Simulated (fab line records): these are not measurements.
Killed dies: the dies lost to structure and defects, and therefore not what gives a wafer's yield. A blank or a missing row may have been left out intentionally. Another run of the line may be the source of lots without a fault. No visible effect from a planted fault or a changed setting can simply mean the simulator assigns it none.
fab line records ; flow n5_finfet
record: lots: 3; wafers: 9; last_day: 17
route steps=1938 shown BEOL_M2@853 PASSIVATION@1936
lots that met no fault: from a run of the same line without faults
start_h: hours from the record's opening day to when the first of the lot's shown wafers began ; wait_h: how many hours have passed since the lot's step before this one ; " unchanged from the row above ; L1.1+2: one row covering several wafers at once ; - value missing, or start not given ; * or withheld: withheld ; < > ~ a bound
route shown NAME@n: names a module that has steps shown in the file, with the first one's number in the route ; usual: mean/standard deviation of fault-free wafers ; same: alike in all rows ; chamber/n: place in a boat ; sites: each site's reading ; _std_site: standard deviation across them ; _edge_site: the outer-site mean with the inner-site mean subtracted ; radius_mm: for every site, how far away it sits from the centre of the wafer ; mask NAME#n: copy n ; behind: tool/chamber where the wafer was last shaped ; hold: cause of the lot's hold/its duration in hours/its outcome ; device: the n, p or np transistor that did not switch ; end of line: the route-end tests of the same wafers ; for a step that has no rows: nothing shown but its recipe ; killed: count of dies lost to structure and defects at first sort (not the wafer's yield) ; map: a wafer's dies, x killed, . not, _ none there
set.NAME: the setting as run; set.NAME@STEP: as run at that earlier step ; model.NAME: the simulator's own value behind a step, which no gauge read
lots at selected steps of the route; one table per step, one row per wafer
services: from which hour (start_h, from the record's first day; less than 0 if before it) a tool's chamber was out of use, for how many hours, and why
== steps ==
step: N5_BEOL_M2_DEVELOP_10
recipe: develop_time_s: 30; developer: TMAH; resist: CAR-EUV; rinse_liquid: surfactant_rinse; dry: air_spin; dev_temp_c: 23
step: N5_BEOL_M2_DESCUM_16
recipe: chemistry: O2; time_s: 7; source_power_w: 50; bias_power_w: 20; pressure_mtorr: 20; rf_frequency_hz: 2.712e+07; temp_c: 40; resist: CAR-EUV; o2_flow_sccm: 225
step: N5_BEOL_M2_ETCH_74
recipe: chemistry: N2/H2; target: underlayer; target_depth_a: 65; mask_material: CAR-EUV; time_s: 5.2; ion_energy_ev: 200; pressure_mtorr: 30; source_w: 840; bias_w: 150; n2_flow_sccm: 200; h2_flow_sccm: 200; ends: cleared
step: N5_BEOL_M2_ETCH_63
recipe: chemistry: CF4; target: SiARC; target_depth_a: 156; mask_material: CAR-EUV; time_s: 26; ion_energy_ev: 80; pressure_mtorr: 40; source_w: 545; bias_w: 36; Ar_flow_sccm: 100; cf4_flow_sccm: 100; ends: cleared
step: N5_BEOL_M2_ETCH_64
recipe: chemistry: N2/H2; target: SOC; target_depth_a: 750; overetch_a: 225; mask_material: SiARC; temp_c: 40; time_s: 121.9; ion_energy_ev: 200; pressure_mtorr: 30; source_w: 840; bias_w: 150; n2_flow_sccm: 200; h2_flow_sccm: 200
step: N5_BEOL_M2_STRIP_65
recipe: chemistry: N2/H2; temp_c: 40; n2_flow_sccm: 200; h2_flow_sccm: 200; rf_frequency_hz: 6e+07
step: N5_BEOL_M2_STRIP_75
recipe: chemistry: N2/H2; temp_c: 40; n2_flow_sccm: 200; h2_flow_sccm: 200; rf_frequency_hz: 6e+07
step: N5_BEOL_M2_STRIP_66
recipe: chemistry: CF4; resist: SiARC; power_w: 300; bias_power_w: 75; pressure_mtorr: 50; cf4_flow_sccm: 150; rf_frequency_hz: 6e+07
step: N5_BEOL_M2_HM_OPEN_17
recipe: chemistry: Cl2/BCl3; target_depth_a: 200; overetch_a: 60; target: TiN; mask_material: SOC; ion_energy_ev: 150; pressure_mtorr: 10; icp_w: 1000; bias_w: 126; Cl2_flow_sccm: 53.25; bcl3_flow_sccm: 21.75; Ar_flow_sccm: 25
step: N5_BEOL_M2_STRIP_19
recipe: chemistry: O2; power_w: 400; temp_c: 40; pressure_mtorr: 30; rf_frequency_hz: 6e+07; bias_power_w: 0; overash_fraction: 0.2; o2_flow_sccm: 225
usual: drypump_motor_current_A: 5.6/0.48; o2_flow_sccm: 225.1/0.61; oes_product_au: 0.79/0.11; rf_vpp_V: 3.7/0.47; showerhead_plenum_p_Torr: 2.13/0.057; temp_c: 40.01/0.11; throttle_valve_pct: 16.67/0.28
lot.wafer;tool;chamber;start_h;wait_h;drypump_motor_current_A;o2_flow_sccm;oes_product_au;rf_hours_counter_h;rf_vpp_V;showerhead_plenum_p_Torr;temp_c;throttle_valve_pct
L255.3;rie_diel-04;0;188.46;0.1;5.9;225.0;0.92;15;3.8;2.06;40.05;16.34
L255.4;rie_diel-04;2;188.46;0.1;4.8;225.8;0.69;242;3.5;2.16;40.20;17.11
L255.6;rie_diel-04;2;188.46;0.1;4.8;226.3;0.69;-;4.2;2.16;40.03;17.11
L265.4;rie_diel-05;2;252.07;0.2;6.3;224.2;0.77;123;3.5;2.21;40.06;16.71
L265.5;rie_diel-05;0;252.07;0.2;6.1;223.9;0.72;-;4.7;2.14;39.98;16.45
L265.6;rie_diel-05;1;252.07;0.2;5.2;225.8;0.95;-;4.1;2.14;40.18;16.48
L268.1;rie_diel-04;3;274.17;0.1;5.4;224.7;0.87;40;3.4;2.07;40.13;16.59
L268.4;rie_diel-04;0;274.17;0.1;5.9;226.3;0.86;52;2.9;2.04;40.02;16.43
L268.5;rie_diel-04;3;274.17;0.1;5.4;224.1;0.87;-;4.0;2.07;39.92;16.61
step: N5_BEOL_M2_COAT_67
recipe: resist: SOC; temp_c: 250; time_s: 60; spin_rpm: 1500; resist_thk_nm: 60
step: N5_BEOL_M2_COAT_68
recipe: resist: SiARC; temp_c: 220; time_s: 60; spin_rpm: 1500; resist_thk_nm: 12
step: N5_BEOL_M2_COAT_76
recipe: resist: underlayer; temp_c: 205; time_s: 60; spin_rpm: 1500; resist_thk_nm: 5
step: N5_BEOL_M2_COAT_22
recipe: resist: CAR-EUV; spin_rpm: 1500; resist_thk_nm: 30
step: N5_BEOL_M2_EBR_24
recipe: solvent: PGMEA; ebr_width_mm: 1.5
step: N5_BEOL_M2_SOFTBAKE_23
recipe: temp_c: 110; time_s: 60; resist: CAR-EUV
step: N5_BEOL_M2_EXPOSE_25
recipe: mask_id: V1; na: 0.33; source_shape: quasar; sigma_inner: 0.2; sigma_outer: 0.8; polarization: unpolarized; defocus_nm: 5; dose_mj: 63
step: N5_BEOL_M2_PEB_26
recipe: peb_temp_c: 100; peb_time_s: 60; resist: CAR-EUV
step: N5_BEOL_M2_DEVELOP_27
recipe: develop_time_s: 30; developer: TMAH; resist: CAR-EUV; rinse_liquid: surfactant_rinse; dry: air_spin; dev_temp_c: 23
step: N5_BEOL_M2_DESCUM_33
recipe: chemistry: O2; time_s: 7; source_power_w: 50; bias_power_w: 20; pressure_mtorr: 20; rf_frequency_hz: 2.712e+07; temp_c: 40; resist: CAR-EUV; o2_flow_sccm: 225
step: N5_BEOL_M2_ETCH_77
recipe: chemistry: N2/H2; target: underlayer; target_depth_a: 65; mask_material: CAR-EUV; time_s: 5.2; ion_energy_ev: 200; pressure_mtorr: 30; source_w: 840; bias_w: 150; n2_flow_sccm: 200; h2_flow_sccm: 200; ends: cleared
step: N5_BEOL_M2_ETCH_69
recipe: chemistry: CF4; target: SiARC; target_depth_a: 156; mask_material: CAR-EUV; time_s: 26; ion_energy_ev: 80; pressure_mtorr: 40; source_w: 545; bias_w: 36; Ar_flow_sccm: 100; cf4_flow_sccm: 100; ends: cleared
step: N5_BEOL_M2_ALD_98
recipe: material: SiO2; target_thk_a: 25; temp_c: 100; ald_precursor_family: BDEAS; ald_co_reactant: O2-plasma; pulse_time_s: 1; co_reactant_pulse_time_s: 1; purge_time_s: 2; co_reactant_purge_time_s: 2; ald_cycles: 17; pressure_torr: 2
step: N5_BEOL_M2_ETCHBACK_99
recipe: chemistry: CHF3; target: SiO2; target_depth_a: 50; time_s: 10.4; source_w: 215; bias_w: 47; Ar_flow_sccm: 200; CHF3_flow_sccm: 12; ion_energy_ev: 100; pressure_mtorr: 30
step: N5_BEOL_M2_ETCH_70
recipe: chemistry: N2/H2; target: SOC; target_depth_a: 800; overetch_a: 240; mask_material: SiARC; temp_c: 40; time_s: 130; ion_energy_ev: 200; pressure_mtorr: 30; source_w: 840; bias_w: 150; n2_flow_sccm: 200; h2_flow_sccm: 200
step: N5_BEOL_M2_STRIP_71
recipe: chemistry: N2/H2; temp_c: 40; n2_flow_sccm: 200; h2_flow_sccm: 200; rf_frequency_hz: 6e+07
step: N5_BEOL_M2_STRIP_78
recipe: chemistry: N2/H2; temp_c: 40; n2_flow_sccm: 200; h2_flow_sccm: 200; rf_frequency_hz: 6e+07
step: N5_BEOL_M2_VIA_ETCH_34
recipe: chemistry: C4F6/O2; target_depth_a: 694; mask_material: SOC; pressure_mtorr: 15; ion_energy_ev: 250; taper_deg: 4; time_s: 65.9; source_w: 350; bias_w: 170; Ar_flow_sccm: 300; C4F6_flow_sccm: 10; O2_flow_sccm: 10
step: N5_BEOL_M2_STRIP_83
recipe: chemistry: C4F6/O2; resist: SiARC; rf_frequency_hz: 6e+07
step: N5_BEOL_M2_STRIP_36
recipe: chemistry: N2/H2; power_w: 450; temp_c: 40; pressure_mtorr: 20; rf_frequency_hz: 6e+07; overash_fraction: 0.3; bias_power_w: 7; h2_frac: 0.5; n2_flow_sccm: 200; h2_flow_sccm: 200
step: N5_BEOL_M2_TRENCH_ETCH_37
recipe: chemistry: C4F6/O2; target_depth_a: 555.55; target: SiOC; time_s: 29.2; ion_energy_ev: 250; pressure_mtorr: 30; source_w: 355; bias_w: 185; Ar_flow_sccm: 300; C4F6_flow_sccm: 10; O2_flow_sccm: 10
step: N5_BEOL_M2_ETCH_41
recipe: chemistry: CH3F/O2; target: SiCN; target_depth_a: 299; taper_deg: 2; time_s: 52.5; ion_energy_ev: 120; mask_material: TiN; pressure_mtorr: 30; source_w: 395; bias_w: 75; Ar_flow_sccm: 150; CH3F_flow_sccm: 30; O2_flow_sccm: 20
step: N5_BEOL_M2_STRIP_97
recipe: chemistry: N2/H2; time_s: 10; power_w: 450; temp_c: 40; pressure_mtorr: 20; rf_frequency_hz: 6e+07; bias_power_w: 7; n2_flow_sccm: 200; h2_flow_sccm: 200
step: N5_BEOL_M2_HM_STRIP_39
recipe: chemistry: peroxide_tin_strip; material: TiN; target_depth_a: 250; temp_c: 50; time_s: 158
step: N5_PASSIVATION_PROBE_49
usual: defect_limited_yield: 91.8/1.5; killed_at_M0_to_M3: 33/11; killed_at_M4_up: 13/5; killed_at_contacts: 11/5.6; killed_at_front_end: 36/12; killed_at_other: 3.4/2.5; killed_dies: 97/18; killed_on_rim: 12/4.2; killed_open: 64/13; killed_short: 31/6.9; sort_bin_5_function: 4.8/1; sort_bin_6_memory: 3.1/0.64; sort_n_pass: 1083/18; sort_yield_pct: 91.8/1.5
same: gross_dies: 1180; killed_at_back_side: 0; sort_bin_4_leakage[%]: 0; sort_bin_8_speed[%]: 0
lot.wafer;tool;chamber;start_h;wait_h;defect_limited_yield[%];killed_at_M0_to_M3;killed_at_M4_up;killed_at_contacts;killed_at_front_end;killed_at_other;killed_dies;killed_on_rim;killed_open;killed_short;sort_bin_5_function[%];sort_bin_6_memory[%];sort_n_pass;sort_yield_pct[%]
L255.3;prober-02;-;325.84;0.1;86.4;120;17;4;17;3;161;16;45;21;9.3;3.4;1019;86.4
L255.4;prober-02;-;325.89;0.2;82.9;157;8;9;28;0;202;21;68;32;10.2;5.7;978;82.9
L255.6;prober-02;-;325.99;0.3;85.8;126;9;9;23;1;168;14;56;21;10.0;2.8;1012;85.8
L265.4;prober-02;-;400.37;0.2;90.6;63;12;6;27;3;111;16;68;43;5.6;3.4;1069;90.6
L265.5;prober-02;-;400.42;0.2;92.8;47;6;12;18;2;85;14;56;29;4.7;2.4;1095;92.8
L265.6;prober-02;-;400.47;0.3;91.0;53;13;9;27;4;106;13;72;33;5.0;3.8;1074;91.0
killed by level:class
L255.3 BEOL_M2:unspecified=95 BEOL_M4:geometric_particle:open=8 BEOL_M2:geometric_particle:open=6 BEOL_M5:geometric_particle:open=5 ILD0:geometric_particle:short=4 GATE_CUT:geometric_particle:short=4 MOL_CONTACT_COAG:geometric_particle:open=4 BEOL_M0_SAQP:geometric_particle:open=4
L255.4 BEOL_M2:unspecified=101 BEOL_M3:geometric_particle:open=12 BEOL_M0:geometric_particle:open=10 MOL_CONTACT_COAG:geometric_particle:open=8 BEOL_M0_SAQP:geometric_particle:short=8 BEOL_M0_SAQP:geometric_particle:open=6 BEOL_M2:geometric_particle:short=6 FIN_SAQP:geometric_particle:open=5
L255.6 BEOL_M2:unspecified=90 BEOL_M2:geometric_particle:open=9 BEOL_M3:geometric_particle:open=8 MOL_CONTACT_COAG:geometric_particle:open=7 FIN_SAQP:geometric_particle:open=6 BEOL_M0_SAQP:geometric_particle:short=5 FIN_SAQP:geometric_particle:short=3 ILD0:geometric_particle:open=3
L265.4 BEOL_M3:geometric_particle:open=13 BEOL_M0_SAQP:geometric_particle:short=12 BEOL_M2:geometric_particle:open=12 BEOL_M0_SAQP:geometric_particle:open=11 BEOL_M2:geometric_particle:short=7 DUMMY_GATE:geometric_particle:open=5 FIN_SAQP:geometric_particle:open=4 FIN_SAQP:geometric_particle:short=4
L265.5 BEOL_M1:geometric_particle:open=16 BEOL_M2:geometric_particle:open=9 BEOL_M0_SAQP:geometric_particle:open=8 BEOL_M0_SAQP:geometric_particle:short=7 GATE_CUT:geometric_particle:short=6 MOL_CONTACT_COAG:geometric_particle:open=6 MOL_CONTACT_COAG:geometric_particle:short=6 BEOL_M5:geometric_particle:open=4
L265.6 BEOL_M2:geometric_particle:open=14 BEOL_M3:geometric_particle:open=10 BEOL_M1:geometric_particle:open=9 BEOL_M3:geometric_particle:short=7 MOL_CONTACT_COAG:geometric_particle:open=6 BEOL_M0_SAQP:geometric_particle:open=6 FIN_SAQP:geometric_particle:short=5 BEOL_M0_SAQP:geometric_particle:short=5
map L255.4 (x killed, . not)
_________________...x.x......________________
______________..x..............._____________
___________..x.............x.....x.__________
__________...x........x....x..x....._________
________.....x..........x............._______
_______.........x..x...................______
______.................................._____
_____x..................x..x..x.xx.......____
____x.......x..x..x......x.x............x.___
___.......x..............x..x..............__
___...xx...........x...x...................__
__.xx...................................x..._
__..................x.......x.............x._
_...........x...............x...x............
_......x................x.x..........xx....x.
_x......x....................................
_.....x..........x.x......x........x.........
_................x..........x..x...........x.
_.x...........x.............x................
_....x.......................x....x.........x
_..x...x..x.........xx............x...x......
__...............x.....x...........x.......x_
__.....x..........xxx...x............x......_
___.....x........xx...x.x....x...x........x__
___........x..xxxxxxxx..xx.x...x.......x...__
____..........xxxxxxxxxxxx................___
_____......x.xxxxxxxxxxxxxx.x..........x.____
______.....x..xxxxxxxxxxx..............._____
_______.......xxxxxxxxxxx.xx..x..x....x______
________...x..x.xxxxxxxxx..x........x._______
__________.x.x.xxxxxxxxx..x........._________
___________.....xxxx.xx............__________
______________.x..x.x.x....x...._____________
_________________xxx.........________________
map L268.5 (x killed, . not)
_________________x...........________________
______________.....x.........x.x_____________
___________........................__________
__________.x..................xx...._________
________......x..................x.xx._______
_______...x......x.....................______
______......x.x..x.x......x........x...._____
_____.x.....x........xx.................x____
____.........................x............___
___.x.............................x........__
___.........xx....x....x.....x.x...........__
__........x..x........x.....x...x....x...x.x_
__................x..xx....................._
_.............x................x.............
_x..................x..x..x.......x.......x..
_...........x......x...................x.....
_.............x..............................
_.x.........x......x....................x....
_x................x.....x...x..xx.x..........
_....x.xx....................................
_...x......................................x.
__....x....................................._
__...x...................x..........x......._
___x............................x..x.......__
___...............xx.......................__
____.......x........xx.....x..............___
_____.x.x....x...................x.......____
______..x....................x.........._____
_______.x..............................______
________.............x................_______
__________.................x.x...x.._________
___________...x..............x.....__________
______________...........x......_____________
_________________............________________
== services ==
tool;chamber;start_h;hours;kind
rie_diel-05;1;178.48;-;clean
rie_diel-05;1;178.48;-;consumable_replace:focus_ring
rie_diel-05;1;178.48;18.8;scheduled_down
rie_diel-05;1;178.48;18.8;vent_cycle
rie_diel-04;2;217.90;5.7;repair
rie_diel-04;2;223.62;-;clean
rie_diel-04;2;223.62;-;consumable_replace:focus_ring
rie_diel-04;2;223.62;14.5;scheduled_down
rie_diel-04;2;223.62;14.5;vent_cycle
rie_diel-05;0;230.90;5.1;repair
rie_diel-04;1;238.23;-;clean
rie_diel-04;1;238.23;-;consumable_replace:focus_ring
rie_diel-04;1;238.23;16.5;scheduled_down
rie_diel-04;1;238.23;16.5;vent_cycle
== key ==
first_sign: step: N5_PASSIVATION_PROBE_49; reading: killed_at_M0_to_M3; direction: up; sigmas: 9.5; usual: 33; struck: 134
effect: step: N5_PASSIVATION_PROBE_49; reading: defect_limited_yield; direction: down; sigmas: 4.5; usual: 91.8; struck: 85.0
more_kills_born_at: N5_BEOL_M2_STRIP_19@rie_diel-04: 286
met_at N5_BEOL_M2_STRIP_19
struck_wafers L255.3,L255.4,L255.6
fault: kind: chamber_particle_source; tool: rie_diel-04; chamber: -; onset_h: 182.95; steps: N5_BEOL_M2_STRIP_19; rate_per_visit_cm2: 0.43002; end_h: 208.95
